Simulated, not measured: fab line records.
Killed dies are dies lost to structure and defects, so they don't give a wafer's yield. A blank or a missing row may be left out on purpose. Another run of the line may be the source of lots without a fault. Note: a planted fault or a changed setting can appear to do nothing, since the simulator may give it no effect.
Which tool is to blame?	flow n5_finfet	Sampling: 11 lots, 33 wafers, 2 of 1938 route steps

== WHAT THE GAUGES SHOWED, per wafer ==
N5_BEOL_M6_THK_MEAS_01.
lot	measured	on	M6_ILD_THK (nm)
L255	day 8 04:41	film_metro-02	153.8 152.6 155.8
L259	day 9 00:21	film_metro-02	154.6 154.8 157.8
L258	day 9 01:41	film_metro-02	151.9 154.9 157.4
L270	day 12 02:20	film_metro-01	154.6 158.8 158.9
L271	day 12 05:31	film_metro-02	154.1 153.6 154.2
L272	day 13 02:35	film_metro-01	152.2 154.1 154.9
L273	day 13 07:08	film_metro-02	154.7 155.1 158.0
L275	day 13 10:44	film_metro-01	152.4 154.7 155.2
L274	day 13 12:03	film_metro-02	155.1 158.4 159.3
L276	day 14 03:26	film_metro-01	153.6 153.9 153.6
L278	day 14 08:00	film_metro-02	153.7 157.2 154.3

== WHICH TOOL RAN EACH LOT (tool, then ch and the chambers of the sampled wafers, then the start) ==
lot	N5_BEOL_M6_CURE_74
L255	uv_cure-03 ch 2, day 8 04:16
L259	uv_cure-03 ch 2, day 8 23:21
L258	uv_cure-01 ch 0, day 9 01:09
L270	uv_cure-01 ch 0, day 12 01:49
L271	uv_cure-03 ch 0, day 12 05:00
L272	uv_cure-03 ch 0, day 13 02:09
L273	uv_cure-02 ch 2, day 13 06:38
L275	uv_cure-03 ch 0, day 13 10:17
L274	uv_cure-02 ch 0, day 13 11:37
L276	uv_cure-02 ch 0, day 14 02:56
L278	uv_cure-03 ch 0, day 14 07:00
- N5_BEOL_M6_CURE_74: cures SiCOH lowk, time 240 s.

== AS READ BY THE TOOLS THEMSELVES (means over the sampled wafers that have a number; for cases with no such wafer, the mark the record gives instead) ==
N5_BEOL_M6_CURE_74.
lot	tool	lamp_power_pct (%)	wafer_temp_C_max
L255	uv_cure-03	52.38	387.3
L259	uv_cure-03	52.31	387.2
L258	uv_cure-01	52.27	388.4
L270	uv_cure-01	52.30	387.6
L271	uv_cure-03	52.32	388.0
L272	uv_cure-03	52.32	388.3
L273	uv_cure-02	52.30	386.5
L275	uv_cure-03	52.33	388.3
L274	uv_cure-02	52.30	386.8
L276	uv_cure-02	52.29	386.6
L278	uv_cure-03	52.33	387.6

== THE ANSWER, worked out from the rows above alone ==
Rule: usual is defined by the lots themselves. The widest of any qualifying gaps counts: lots, ordered by their means at a reading, are off when they make up no more than a third of the lots, leave a main group of 4 or more, and stand apart from it by 3 or more times the standard deviation of that group's means. A main group whose means are all the same, to the digits that the tables above print for the reading, isn't used. Also off: a lot with no number at a reading for which 4 or more lots have one. Where the step has rows for the other lots, those lots are counted as sound. The gauges are gone through in route order, then the tools' own readings, and for those a lot's mean is taken as printed above. At the first step where some lot is off, the reading lying furthest off is the one used; lots without a number count as furthest.
No lot is off on any of the readings shown, so nothing can be concluded from this.

== WHAT WAS PUT IN BY THE SIMULATOR ==
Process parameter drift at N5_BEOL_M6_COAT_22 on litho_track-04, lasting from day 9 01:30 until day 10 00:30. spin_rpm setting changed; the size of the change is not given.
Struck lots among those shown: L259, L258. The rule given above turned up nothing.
